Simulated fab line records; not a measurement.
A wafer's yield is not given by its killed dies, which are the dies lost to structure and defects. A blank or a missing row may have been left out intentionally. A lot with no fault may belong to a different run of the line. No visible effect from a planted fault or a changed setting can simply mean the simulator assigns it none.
Split-lot experiment | flow n5Finfet | 21 wafers read across 7 lots, on a route 1938 steps long

== THE SPLIT ITSELF ==
At N5_BEOL_M5_COAT_71 (time 60 s, resist thk 5 nm), the setting spinRpm was moved away from the recipe's 1500 rpm on 4 of the 21 wafers read, by -3.3% to +10.5%. This setting was run at the recipe's value on the other wafers.

Split to reading: the file shows no intervening step.

== THE READING ==
etch.depthNm (the simulator's own value, which no gauge read), in nm, at N5_BEOL_M5_ETCH_72 (etches underlayer in N2/H2, target depth 6.5 nm, time 5.2 s). The file does not state a usual value for it. Here, 17 wafers ran the recipe; their average is 4.998 nm with a standard deviation of 0.011 nm.

wafer  | tool, chamber at the split | spinRpm as run, rpm | against the recipe | etch.depthNm, nm | against lot-mates on the recipe
L074.1 | lithoTrack-02, 0           | 1500                | recipe             | 4.999            | -
L074.4 | lithoTrack-02, 0           | 1500                | recipe             | 5.001            | -
L074.5 | lithoTrack-02, 0           | 1500                | recipe             | 5.01             | -
L075.3 | lithoTrack-04, 0           | 1500                | recipe             | 4.997            | -
L075.4 | lithoTrack-04, 0           | 1500                | recipe             | 4.99             | -
L075.5 | lithoTrack-04, 0           | 1500                | recipe             | 4.996            | -
L086.2 | lithoTrack-03, 0           | 1500                | recipe             | 4.988            | -
L086.3 | lithoTrack-03, 0           | 1500                | recipe             | 4.982            | -
L086.4 | lithoTrack-03, 0           | 1500                | recipe             | 4.986            | -
L085.2 | lithoTrack-02, 0           | 1658                | +10.5%             | 4.753            | -0.256
L085.3 | lithoTrack-02, 0           | 1500                | recipe             | 5.009            | -
L085.4 | lithoTrack-02, 0           | 1500                | recipe             | 5.009            | -
L089.2 | lithoTrack-04, 0           | 1450                | -3.3%              | 5.083            | +0.096
L089.4 | lithoTrack-04, 0           | 1500                | recipe             | 4.987            | -
L089.5 | lithoTrack-04, 0           | 1450                | -3.3%              | 5.06             | +0.073
L095.3 | lithoTrack-04, 0           | 1500                | recipe             | 4.981            | -
L095.4 | lithoTrack-04, 0           | 1500                | recipe             | 5.001            | -
L095.5 | lithoTrack-04, 0           | 1601                | +6.7%              | 4.829            | -0.162
L096.3 | lithoTrack-03, 0           | 1500                | recipe             | 5.012            | -
L096.5 | lithoTrack-03, 0           | 1500                | recipe             | 5.015            | -
L096.6 | lithoTrack-03, 0           | 1500                | recipe             | 5.01             | -

FIT RESULTS
A straight line over all 21 wafers: etch.depthNm changes by -0.0235 nm for each +1% of spinRpm; r = -0.99; the points scatter about the line by 0.011 nm.
The same after taking each lot's own level away (the mean of its wafers on the recipe; 21 wafers): -0.0244 nm for each +1%; r = -1.00; scatter 0.0057 nm.
According to that fit, moving spinRpm by its largest amount changes the reading by 0.26 nm.
Across the lots, their own levels run from 4.9853 to 5.0123 nm, a range of 2.5 times the standard deviation given above.
So the lot-to-lot level changes the slope little: the two slopes agree.
Check: -0.257 nm against its lot-mates is what the line predicts for one of the wafers moved furthest among these (+10.5%) when that wafer is left out of the fit. It came out at -0.256 nm against them.

== THE OTHER SPLITS THESE WAFERS WENT THROUGH ==
Before the reading, these wafers also passed through other splits. Each is held against what the fit with the lots' levels taken away leaves over:
other split on the same wafers | wafers away from the commonest value | r with etch.depthNm (lot level and that fit taken away)
N5_BEOL_M2_PECVD_72 timeS      | 6                                    | -0.07
N5_BEOL_M3_ILD_DEP_00 timeS    | 8                                    | -0.30
N5_BEOL_M3_COAT_05 spinRpm     | 10                                   | +0.04
N5_BEOL_M3_ETCH_70 timeS       | 4                                    | +0.52
N5_BEOL_M4_COAT_73 spinRpm     | 7                                    | +0.18
N5_BEOL_M4_EXPOSE_08 doseMj    | 6                                    | -0.11

== FILE'S OWN FIT ==
etch.depthNm changes by -0.0243 nm for each +1% of spinRpm, r = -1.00.
